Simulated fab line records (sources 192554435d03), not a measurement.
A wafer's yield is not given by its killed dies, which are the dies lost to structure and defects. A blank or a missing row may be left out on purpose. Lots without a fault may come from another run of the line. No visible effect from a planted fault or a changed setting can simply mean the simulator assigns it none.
Split-lot trial -- flow n5_finfet -- on a route of 1938 steps: 7 lots, 21 wafers read

== ON THE SPLIT ==
At N5_BEOL_M8_COAT_22 (resist thk 30 nm), the setting spin_rpm was moved away from the recipe's 1500 rpm on 5 of the 21 wafers read, by -10.8% to -3.7%. All remaining wafers had this setting at the recipe value.

== FROM THE SPLIT TO THE READING: what the file shows between them, 5 steps ==
- N5_BEOL_M8_EBR_24
- N5_BEOL_M8_SOFTBAKE_23: time 60 s
- N5_BEOL_M8_EXPOSE_25: exposes mask V7, target cd 40 nm
- N5_BEOL_M8_PEB_26: peb time 60 s
- N5_BEOL_M8_DEVELOP_27: develop time 30 s

== THE READING ==
CAR-EUV_of_BEOL_M8_COAT_22.thk_nm (the simulator's own value, which no gauge read), in nm, at N5_BEOL_M8_DESCUM_33 (chemistry O2, time 7 s). There is no usual value for it anywhere in the file. Here, 16 wafers ran the recipe; their average is 26.0 nm with a standard deviation of 0.16 nm.

wafer,"tool, chamber at the split","spin_rpm as run, rpm",against the recipe,"CAR-EUV_of_BEOL_M8_COAT_22.thk_nm, nm",against lot-mates on the recipe
L074.1,"litho_track-04, 0",1500,recipe,26,-
L074.3,"litho_track-04, 0",1500,recipe,26,-
L074.5,"litho_track-04, 0",1500,recipe,26,-
L075.3,"litho_track-02, 0",1500,recipe,26,-
L075.5,"litho_track-02, 0",1500,recipe,26,-
L075.4,"litho_track-02, 0",1500,recipe,25.8,-
L079.2,"litho_track-01, 0",1500,recipe,26.4,-
L079.4,"litho_track-01, 0",1500,recipe,26.2,-
L079.6,"litho_track-01, 0",1500,recipe,26.2,-
L082.2,"litho_track-02, 0",1500,recipe,25.8,-
L082.5,"litho_track-02, 0",1500,recipe,26,-
L082.6,"litho_track-02, 0",1500,recipe,26,-
L086.2,"litho_track-04, 0",1500,recipe,26.2,-
L086.4,"litho_track-04, 0",1421,-5.3%,27,+0.8
L086.6,"litho_track-04, 0",1421,-5.3%,27,+0.8
L091.1,"litho_track-02, 0",1500,recipe,26,-
L091.4,"litho_track-02, 0",1500,recipe,26,-
L091.3,"litho_track-02, 0",1444,-3.7%,26.6,+0.6
L092.2,"litho_track-04, 0",1500,recipe,25.8,-
L092.3,"litho_track-04, 0",1338,-10.8%,27.6,+1.8
L092.6,"litho_track-04, 0",1338,-10.8%,27.8,+2.0

FIT RESULTS
A straight line over all 21 wafers: CAR-EUV_of_BEOL_M8_COAT_22.thk_nm changes by -0.16 nm for each +1% of spin_rpm; r = -0.97; the points scatter about the line by 0.15 nm.
The same after taking each lot's own level away (the mean of its wafers on the recipe; 21 wafers): -0.172 nm for each +1%; r = -0.99; scatter 0.082 nm.
That fit puts the effect of the largest move of spin_rpm on the reading at 1.9 nm.
Measured against the standard deviation above, the lots' own levels, which go from 25.80 to 26.27 nm, span 3.0 times it.
The two slopes are in agreement: the lot-to-lot level therefore moves the slope only a little.
Check: for one of the wafers moved furthest among these (-10.8%), held out of the fit, the line's prediction against its lot-mates is +1.88 nm. It came out at +1.8 nm against them.

== THE WHOLE CHAIN: every reading that the file lists as answering this split, in the file's order ==
step,what it does,reading,change (the file's fit),r (the file's)
N5_BEOL_M8_COAT_22,resist thk 30 nm,"CAR-EUV_of_BEOL_M8_COAT_22.thk_nm (the simulator's own value, which no gauge read)",-0.177 nm for each +1% of the setting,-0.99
N5_BEOL_M8_DEVELOP_27,develop time 30 s,"CAR-EUV_of_BEOL_M8_COAT_22.thk_nm (the simulator's own value, which no gauge read)",-0.154 nm for each +1% of the setting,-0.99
N5_BEOL_M8_DESCUM_33,"chemistry O2, time 7 s","CAR-EUV_of_BEOL_M8_COAT_22.thk_nm (the simulator's own value, which no gauge read)",-0.17 nm for each +1% of the setting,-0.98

== THE FILE'S OWN FIT ==
CAR-EUV_of_BEOL_M8_COAT_22.thk_nm changes by -0.17 nm for each +1% of spin_rpm, r = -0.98.
